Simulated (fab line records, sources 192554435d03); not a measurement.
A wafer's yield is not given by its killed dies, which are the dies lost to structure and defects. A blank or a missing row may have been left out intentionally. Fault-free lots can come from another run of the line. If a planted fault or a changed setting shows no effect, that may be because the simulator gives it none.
8D (eight disciplines) problem report, filled in by code :: flow n5 finfet :: the parts of the form that need people (team, actions taken, sign-off) are left out

== 1. PROBLEM STATEMENT ==
Mean of raw defect count at N5_SD_EPI_P_INSPECT_26: 464 over 2 wafers from 1 lot, against 165 (standard deviation 34) on wafers with no fault. Measured from the usual mean, that is +8.8 standard deviations.
The step: inspects for defects (darkfield).
First observed at day 8 16:56: wafer L821.4, on defect inspect-02. The record holds 24 wafers of 8 lots with a number at this step. Rule for "out" (also "out of limits"): further than 4 standard deviations from the usual mean. The other wafers with a number count as sound.

== 2. WHAT IT IS, WHAT IT ISN'T ==
question: which readings at this step
is: raw defect count
is not: -

question: which lots
is: L821
is not: L804, L806, L807, L809, L814, L820, L823

question: which wafers of those lots
is: L821.4, L821.6
is not: L821.2

question: read on which gauges
is: defect inspect-02
is not: defect inspect-01

question: when
is: from day 8 16:56
is not: up to then (19 sound wafers); but 3 sound wafers of L823 came after

== 3. THE SUSPECTS, EACH WITH WHAT RULES IT OUT ==
Counting: any tool at a process step up to the reading remains a suspect provided it ran every lot that is out. Sound lots after the first of them don't rule it out here, since some wafers of a struck lot are sound.
- the gauge at N5_SD_EPI_P_INSPECT_26 has been ruled out. All the wafers that are out were read on defect inspect-02, but those of them that N5_PASSIVATION_PROBE_49 has rows for are out there too, on other tools.
- rie diel-03 at N5_SD_EPI_P_ETCH_36 (etches SiARC in CF4, target depth 45.5 nm, time 75.8 s): kept. L821, the lot that is out, went through it at day 8 13:16; up to then, the latest sound lot through it was L809 at day 5 12:29.
- rie diel-03 at N5_SD_EPI_P_ETCH_47 (etches SiOCN in CH3F/O2, target depth 25 nm): kept. L821, the lot that is out, went through it at day 8 13:44; up to then, the latest sound lot through it was L809 at day 5 12:58.
- plasma asher-01 at N5_SD_EPI_P_STRIP_40 (strips in N2/H2): kept. L821, the lot that is out, went through it at day 8 14:04; up to then, the latest sound lot through it was L814 at day 6 21:29.
- At N5_SD_EPI_P_STRIP_40 on plasma asher-01, chamber 1 took the sound wafers of the same lots and chamber 0 took the wafers that are out.
After the count, these remain: rie diel-03 at N5_SD_EPI_P_ETCH_36, rie diel-03 at N5_SD_EPI_P_ETCH_47 and plasma asher-01 at N5_SD_EPI_P_STRIP_40.

== 4. THE CAUSE (what the simulator had put in) ==
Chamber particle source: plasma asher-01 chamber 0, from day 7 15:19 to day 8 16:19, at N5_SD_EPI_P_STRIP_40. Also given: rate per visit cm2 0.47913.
3 suspects survive the count, and this tool is in that group.

== 5. SEQUENCE OF EFFECTS, ordered by route ==
Each row: a reading whose mean over the struck wafers that have a number lies more than 3 standard deviations from the usual. Only readings whose record carries a usual standard deviation are examined. hours: median over the lots of the time between each lot's start at the first step of this table that gives one and its start at this step. sigmas: the change, counted in usual standard deviations.
hours: 0
step: N5_SD_EPI_P_INSPECT_26
reading: raw defect count
usual: 165
on struck wafers: 464
change: +299
sigmas: +8.8

hours: 204
step: N5_PASSIVATION_PROBE_49
reading: defect limited yield
usual: 91.3 %
on struck wafers: 82.1
change: -9.2
sigmas: -6.1

hours: 204
step: N5_PASSIVATION_PROBE_49
reading: killed at front end
usual: 39
on struck wafers: 150
change: +111
sigmas: +10

hours: 204
step: N5_PASSIVATION_PROBE_49
reading: killed dies
usual: 102
on struck wafers: 211
change: +109
sigmas: +6.1

hours: 204
step: N5_PASSIVATION_PROBE_49
reading: sort_bin_5_function
usual: 5.1 %
on struck wafers: 11.3
change: +6.2
sigmas: +6.2

hours: 204
step: N5_PASSIVATION_PROBE_49
reading: sort n pass
usual: 1078
on struck wafers: 969
change: -109
sigmas: -6.1

hours: 204
step: N5_PASSIVATION_PROBE_49
reading: sort yield pct
usual: 91.3 %
on struck wafers: 82.1
change: -9.2
sigmas: -6.1
The process steps in it:
- N5_PASSIVATION_PROBE_49
At these later measuring or inspecting steps, every struck wafer for which the step has a row has a number for every such reading, and none has moved that far: N5_BEOL_M4_RC_MEAS_101.

== 6. HOW IT WOULD HAVE BEEN CAUGHT EARLIER ==
Counted from the fault's start at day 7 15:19, it took 26 hours until the first out-of-limits reading at a measuring or inspecting step in this record, taken at day 8 16:56.
Of the tool readings at N5_SD_EPI_P_STRIP_40 for which the record gives a usual standard deviation, none was out on any struck wafer, so an alarm limit of 4 standard deviations on them would not have fired.
By day 8 16:56, every lot that is out (1) had started N5_SD_EPI_P_STRIP_40 on plasma asher-01. A hold on the tool at that time would have spared none of them.
